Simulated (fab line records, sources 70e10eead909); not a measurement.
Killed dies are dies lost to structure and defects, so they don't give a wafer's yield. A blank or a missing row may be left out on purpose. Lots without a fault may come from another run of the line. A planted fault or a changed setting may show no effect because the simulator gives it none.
Which tool did it? | flow nand_harc | 6 lots, 18 wafers sampled, at 3 steps of a route of 1302

WHAT THE GAUGES READ, wafer by wafer
NHARC_THIN_TSV_CD_MEAS_37.
lot  | measured     | on        | cd_nm (nm)
L951 | day 25 07:41 | cd_sem-03 | 5002.0 4999.3 4998.9
L954 | day 30 14:21 | cd_sem-03 | 5001.1 5001.1 5000.8
L956 | day 30 18:58 | cd_sem-01 | 5002.7 5001.9 5003.7
L958 | day 30 21:36 | cd_sem-01 | 5002.2 5000.3 5000.1
L962 | day 31 03:24 | cd_sem-01 | 4998.0 5001.2 5001.5
L964 | day 31 01:11 | cd_sem-03 | 4998.4 4999.0 4997.9

WHICH TOOL RAN EACH LOT (tool, then ch and the chambers of the sampled wafers, then the start)
lot  | NHARC_P_STI_ETCH_42               | NHARC_THIN_TSV_STRIP_62
L951 | rie_diel-05 ch 1,2, day 4 12:45   | plasma_asher-02 ch 0,1, day 25 03:08
L954 | rie_diel-09 ch 0,2,3, day 5 16:17 | plasma_asher-01 ch 0,1, day 30 09:35
L956 | rie_diel-05 ch 0,1,2, day 6 15:35 | plasma_asher-02 ch 0,1, day 30 14:13
L958 | rie_diel-05 ch 0,1,2, day 7 10:14 | plasma_asher-01 ch 0,1, day 30 16:45
L962 | rie_diel-05 ch 2,3, day 9 00:53   | plasma_asher-02 ch 0,1, day 30 22:41
L964 | rie_diel-05 ch 0,2,3, day 9 20:50 | plasma_asher-01 ch 0,1, day 30 20:24
- NHARC_P_STI_ETCH_42: etches the open film in N2/H2, target depth 80 nm, overetch 24 nm, time 61 s.
- NHARC_THIN_TSV_STRIP_62: strips in N2/H2, time 20 s.

THE ANSWER, worked out from the rows above alone
Rule: what is usual is taken from the lots themselves. Put in order of their means at a reading, lots are off if they are a third of the lots or fewer, leave a main group of 4 or more, and stand apart from it by a gap of 3 or more times the standard deviation of the main group's means; of several such gaps the widest counts. A main group whose means are all the same, to the digits that the tables above print for the reading, isn't used. A lot without any number at a reading at which 4 lots or more have one is off too. The other lots that the step has rows for count as sound.
No lot is off at any reading shown: from this, nothing can be told.

WHAT THE SIMULATOR HAD PUT IN
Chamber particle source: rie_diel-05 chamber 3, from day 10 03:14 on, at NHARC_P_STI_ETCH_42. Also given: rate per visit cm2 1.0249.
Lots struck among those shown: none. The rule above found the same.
